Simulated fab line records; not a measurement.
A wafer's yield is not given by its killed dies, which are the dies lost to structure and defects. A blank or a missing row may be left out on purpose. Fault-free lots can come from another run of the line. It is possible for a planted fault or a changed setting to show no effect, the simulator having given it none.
Which tool did it? -- flow nand-harc -- 21 wafers from 7 lots sampled at 3 of the route's 1302 steps

## WHAT THE GAUGES SHOWED, per wafer
NHARC_END_SORT_01.
lot,measured,on,killed-at-other
L407,day 26 12:31,prober-02,0 2 1
L415,day 28 14:43,prober-01,0 0 1
L423,day 31 21:56,prober-01,0 0 1

## TOOL THAT RAN EACH LOT (tool first, then ch and the chambers of the sampled wafers, then the start)
lot,NHARC_P_ZERO_WELL_ETCH_63,NHARC_P_GATE_DEP_103
L407,"rie-si-05 ch 1,2,3, day 3 03:33","pecvd-03 ch 0,1,2, day 6 06:59"
L412,"rie-si-03 ch 0,2,3, day 5 05:40","pecvd-04 ch 0,1,2, day 8 04:43"
L415,"rie-si-03 ch 1,3, day 6 11:34","pecvd-04 ch 1,2, day 9 20:16"
L419,"rie-si-05 ch 1,2,3, day 8 03:42","pecvd-03 ch 0,1,2, day 10 22:35"
L421,"rie-si-03 ch 0,1,3, day 8 23:55","pecvd-04 ch 1,2, day 11 22:28"
L423,"rie-si-05 ch 1,2,3, day 9 20:16","pecvd-04 ch 0,1,2, day 12 19:32"
L427,"rie-si-03 ch 0,2,3, day 11 11:33","pecvd-02 ch 1,2, day 14 14:55"
- NHARC_P_ZERO_WELL_ETCH_63: etches the open film in HBr/Cl2, target depth 120 nm, time 40.1 s.
- NHARC_P_GATE_DEP_103: deposits SiON, target thk 30 nm.

## THE ANSWER, worked out from the rows above alone
Rule: usual is defined by the lots themselves. Put in order of their means at a reading, lots are off if they are a third of the lots or fewer, leave a main group of 4 or more, and stand apart from it by a gap of 3 or more times the standard deviation of the main group's means; of several such gaps the widest counts. If all means in a main group match to the digits the tables above print for the reading, that group is not used. Also off: a lot with no number at a reading for which 4 or more lots have one. The other lots that the step has rows for count as sound.
No lot is off at any reading shown: from this, nothing can be told.

## WHAT THE SIMULATOR HAD INSERTED
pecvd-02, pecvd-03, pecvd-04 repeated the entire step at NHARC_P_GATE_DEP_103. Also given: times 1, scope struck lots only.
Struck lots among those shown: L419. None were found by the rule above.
